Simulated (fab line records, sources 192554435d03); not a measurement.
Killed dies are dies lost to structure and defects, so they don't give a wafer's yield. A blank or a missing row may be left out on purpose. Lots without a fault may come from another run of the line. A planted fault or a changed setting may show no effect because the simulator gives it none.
Chamber matching | flow n5_finfet | N5_DUMMY_GATE_ETCH_23 on rie_si-04: 4 sister chambers
The step etches poly-Si in HBr/Cl2/O2, target depth 41 nm, time 22.3 s. 16 wafers are shown with their chamber, then 8 later ones without.

WAFERS WITH THEIR CHAMBER
wafer  | chamber | drypump_motor_current_A (A) | he_backside_leak_sccm (sccm) | oes_product_au (a.u.)
L075.2 | 0       | 5.6                         | 2.6                          | 1.001
L075.3 | 1       | 5.9                         | 2.7                          | 0.990
L075.6 | 2       | 5.9                         | 2.6                          | 0.990
L080.1 | 0       | 5.5                         | 2.6                          | 1.001
L080.3 | 2       | 5.9                         | 2.8                          | 1.006
L080.5 | 3       | 5.7                         | 2.5                          | 1.004
L083.1 | 2       | 5.9                         | 2.7                          | 0.993
L083.5 | 2       | 5.9                         | 2.7                          | 0.989
L083.6 | 3       | 5.7                         | 2.7                          | 1.013
L089.1 | 1       | 5.9                         | 3.0                          | 1.006
L089.4 | 3       | 5.7                         | 2.4                          | 1.022
L089.6 | 2       | 5.9                         | 2.8                          | 0.999
L090.3 | 3       | 5.7                         | 2.5                          | 1.023
L090.4 | 1       | 5.9                         | 3.1                          | 0.998
L090.6 | 1       | 5.9                         | 3.0                          | 0.994
L093.3 | 0       | 5.5                         | 2.6                          | 1.016

SIGNATURES (means of the wafers above)
reading                 | chamber 0 | chamber 1 | chamber 2 | chamber 3 | scatter within a chamber
drypump_motor_current_A | 5.533     | 5.900     | 5.900     | 5.700     | 0.0236
he_backside_leak_sccm   | 2.600     | 2.950     | 2.720     | 2.525     | 0.117
oes_product_au          | 1.00600   | 0.99700   | 0.99540   | 1.01550   | 0.00779
Rule: a wafer's distance from a chamber is the root of the sum, over the readings, of the square of ((its reading less the chamber's mean) divided by the reading's scatter). The wafer belongs to the nearest chamber; if the next one is less than 2 further off, it can't be placed. The scatter: the root of (the sum of the squares of (reading less its chamber's mean) over the shown wafers, divided by (wafers less chambers)).

WAFERS WITHOUT THEIR CHAMBER
wafer  | drypump_motor_current_A (A) | he_backside_leak_sccm (sccm) | oes_product_au (a.u.)
L093.5 | 5.9                         | 2.8                          | 0.990
L093.6 | 5.9                         | 2.9                          | 0.992
L096.4 | 5.9                         | 2.7                          | 0.990
L096.5 | 5.6                         | 2.7                          | 1.016
L096.6 | 5.9                         | 2.9                          | 0.996
L097.2 | 5.9                         | 2.7                          | 0.993
L097.3 | 5.7                         | 2.6                          | 1.016
L097.6 | 5.7                         | 2.6                          | 1.011

WHICH CHAMBER EACH WENT THROUGH
wafer  | from the rows above     | in truth
L093.5 | can't be placed: 2 or 1 | 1
L093.6 | can't be placed: 1 or 2 | 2
L096.4 | can't be placed: 2 or 1 | 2
L096.5 | can't be placed: 0 or 3 | 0
L096.6 | can't be placed: 1 or 2 | 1
L097.2 | can't be placed: 2 or 1 | 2
L097.3 | 3                       | 3
L097.6 | 3                       | 3
Placed correctly: 2 of 8. Can't be placed from these rows: 6 (the true chamber is among the candidates in 6). Placed wrongly: 0.
